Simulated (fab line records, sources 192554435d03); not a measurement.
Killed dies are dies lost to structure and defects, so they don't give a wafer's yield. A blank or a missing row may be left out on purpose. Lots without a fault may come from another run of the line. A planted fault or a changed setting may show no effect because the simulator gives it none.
Chamber matching | flow n5_finfet | N5_BEOL_M10_STRIP_19 on rie_diel-03: 4 sister chambers
The step strips in O2. 14 wafers are shown with their chamber, then 7 later ones without.

WAFERS WITH THEIR CHAMBER
wafer  | chamber | showerhead_plenum_p_Torr (Torr) | throttle_valve_pct (%) | oes_product_au (a.u.)
L646.2 | 2       | 2.11                            | 16.80                  | 0.80
L646.3 | 1       | 2.12                            | 16.48                  | 0.82
L646.6 | 3       | 2.15                            | 16.78                  | 0.94
L644.3 | 0       | 2.01                            | 16.67                  | 0.78
L644.4 | 1       | 2.12                            | 16.50                  | 0.79
L644.6 | 2       | 2.11                            | 16.85                  | 0.78
L656.2 | 3       | 2.14                            | 16.84                  | 0.87
L656.3 | 2       | 2.10                            | 16.87                  | 0.77
L656.6 | 1       | 2.11                            | 16.54                  | 0.78
L662.1 | 1       | 2.11                            | 16.52                  | 0.79
L662.3 | 3       | 2.14                            | 16.85                  | 0.88
L662.4 | 0       | 2.00                            | 16.70                  | 0.77
L663.2 | 1       | 2.11                            | 16.54                  | 0.78
L663.5 | 1       | 2.12                            | 16.56                  | 0.78

SIGNATURES (means of the wafers above)
reading                  | chamber 0 | chamber 1 | chamber 2 | chamber 3 | scatter within a chamber
showerhead_plenum_p_Torr | 2.0050    | 2.1150    | 2.1067    | 2.1433    | 0.00577
throttle_valve_pct       | 16.6850   | 16.5233   | 16.8400   | 16.8233   | 0.032
oes_product_au           | 0.7750    | 0.7900    | 0.7833    | 0.8967    | 0.0214
Rule: a wafer's distance from a chamber is the root of the sum, over the readings, of the square of ((its reading less the chamber's mean) divided by the reading's scatter). The wafer belongs to the nearest chamber; if the next one is less than 2 further off, it can't be placed. The scatter: the root of (the sum of the squares of (reading less its chamber's mean) over the shown wafers, divided by (wafers less chambers)).

WAFERS WITHOUT THEIR CHAMBER
wafer  | showerhead_plenum_p_Torr (Torr) | throttle_valve_pct (%) | oes_product_au (a.u.)
L663.6 | 2.10                            | 16.87                  | 0.76
L664.2 | 2.14                            | 16.84                  | 0.87
L664.5 | 2.10                            | 16.86                  | 0.77
L664.6 | 2.14                            | 16.85                  | 0.86
L665.1 | 2.00                            | 16.70                  | 0.77
L665.5 | 2.11                            | 16.54                  | 0.79
L665.6 | 2.10                            | 16.85                  | 0.76

WHICH CHAMBER EACH WENT THROUGH
wafer  | from the rows above | in truth
L663.6 | 2                   | 2
L664.2 | 3                   | 3
L664.5 | 2                   | 2
L664.6 | 3                   | 3
L665.1 | 0                   | 0
L665.5 | 1                   | 1
L665.6 | 2                   | 2
Placed correctly: 7 of 7. Can't be placed from these rows: 0. Placed wrongly: 0.
